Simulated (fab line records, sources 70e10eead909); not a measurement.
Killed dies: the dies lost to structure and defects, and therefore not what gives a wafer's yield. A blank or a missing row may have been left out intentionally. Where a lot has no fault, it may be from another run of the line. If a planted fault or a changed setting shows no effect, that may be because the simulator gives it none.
A lot that was struck, set against a sound lot -- flow nandHarc -- 15 out of 1159 route steps
Sound: wafers L643.1, L643.5, L643.6. Struck: wafer L655.2. (L655.1, L655.6 of the same lot were not struck and are left out.) The cause comes at the end.
For every step that has rows: the tool of each side, followed by ch and its chambers, followed by its first start. Under that, the readings that differ: sound wafers -- struck wafers -- difference of the means -- sigmas: that difference in standard deviations of wafers without a fault.
alike: a reading whose means differ by less than 2 such deviations, as well as words and numbers matching on both sides. not compared: withheld readings; readings where some wafer has no value; bounds like >300 that might hide an equal value; numbers whose values overlap and for which the record gives no deviation.
A row with sigmas, a row that says differs or no value, or rows on one side alone: a step with any of these is where the two part. Numbers that have no deviation but don't overlap get no sigmas and don't part them. A reading that every wafer of one side lacks parts them only if that side has two wafers or more.

first, 5 steps without rows for these wafers: NHARC_A_CHANNEL_HOLE_D1_SOFTBAKE_05 (time 55 s); NHARC_A_CHANNEL_HOLE_D1_EBR_06; NHARC_A_CHANNEL_HOLE_D1_EXPOSE_07 (exposes mask HOLE D1, target cd 100 nm); NHARC_A_CHANNEL_HOLE_D1_PEB_08 (peb time 65 s); NHARC_A_CHANNEL_HOLE_D1_DEVELOP_09 (develop time 35 s).
NHARC_A_CHANNEL_HOLE_D1_CD_MEAS_10: the cd target is 100 nm.
  sound on cdSem-02 ch 0, day 9 16:34; struck on cdSem-01 ch 0, day 12 08:38
  alike: cdNm
NHARC_A_CHANNEL_HOLE_D1_OVL_MEAS_11:
  sound on overlay-02, day 9 16:39; struck on overlay-02, day 12 08:43
  alike: overlayXNm, overlayYNm
NHARC_A_CHANNEL_HOLE_D1_INSPECT_12:
  sound on defectInspect-02, day 9 16:41; struck on defectInspect-01, day 12 08:46
  alike: rawDefectCount
NHARC_A_CHANNEL_HOLE_D1_DESCUM_15: chemistry O2, time 3 s.
  sound on rieDiel-06 ch 0,1,2, day 9 16:46; struck on rieDiel-06 ch 3, day 12 08:49
reading,sound,struck,difference,sigmas
oesProductAu (a.u.),1.013 0.994 0.996,1.038,+0.037,+2
  alike: drypumpMotorCurrentA, rfVppV, showerheadPlenumPTorr, throttleValvePct
  not compared: rfHoursCounterH
NHARC_A_CHANNEL_HOLE_D1_ETCH_38: etches the open film in CF4, target depth 39 nm, time 65 s.
  sound on rieDiel-06 ch 0,1,2, day 9 16:50; struck on rieDiel-06 ch 2, day 12 08:55
  alike: biasW, drypumpMotorCurrentA, oesProductAu, rfVppV, showerheadPlenumPTorr, throttleValvePct
  not compared: rfHoursCounterH
NHARC_A_CHANNEL_HOLE_D1_ETCH_39: etches the open film in N2/H2, target depth 260 nm, time 325 s.
  sound: rieDiel-06 ch 0,1; struck: rieDiel-06 ch 2
reading,sound,struck,difference,sigmas
rfVppV (V),428.8 432.7 429.4,435.2,+4.9,+2
  alike: biasW, drypumpMotorCurrentA, oesProductAu, showerheadPlenumPTorr, throttleValvePct
  not compared: rfHoursCounterH
NHARC_A_CHANNEL_HOLE_D1_ETCH_34: etches the open film in CF4/CHF3, target depth 154 nm, time 77 s.
  sound: rieDiel-06 ch 1,2; struck: rieDiel-06 ch 2
  alike: biasW, drypumpMotorCurrentA, oesProductAu, rfVppV, showerheadPlenumPTorr, throttleValvePct
  not compared: rfHoursCounterH
NHARC_A_CHANNEL_HOLE_D1_ETCH_16: etches the open film in O2/COS, target depth 3100 nm, time 806 s.
  sound on rieDiel-06 ch 0,1,2, day 9 17:26; struck on rieDiel-06 ch 3, day 12 09:28
reading,sound,struck,difference,sigmas
oesProductAu (a.u.),0.993 1.010 0.997,1.242,+0.242,+16
throttleValvePct (%),28.319 28.319 28.331,28.348,+0.025,+3
  alike: biasW, drypumpMotorCurrentA, rfVppV, showerheadPlenumPTorr
  not compared: rfHoursCounterH
NHARC_A_CHANNEL_HOLE_D1_CD_MEAS_18:
  sound on cdSem-01, day 9 17:51; struck on cdSem-01, day 12 09:56
  alike: cdNm
-- break in the record here, with 11 days between the starts of the struck wafers on either side (left off in module A_CHANNEL_HOLE_D1, picked up again in module END, where the first step shown is number 1159 on the route) --
NHARC_END_SORT_01:
  here the record holds rows for the struck wafers (prober-02 ch 0, day 23 19:25) but none for the sound ones

WHERE THEY PART
First at NHARC_A_CHANNEL_HOLE_D1_DESCUM_15; last, within this record, at NHARC_END_SORT_01.

WHY: what the simulator had put in
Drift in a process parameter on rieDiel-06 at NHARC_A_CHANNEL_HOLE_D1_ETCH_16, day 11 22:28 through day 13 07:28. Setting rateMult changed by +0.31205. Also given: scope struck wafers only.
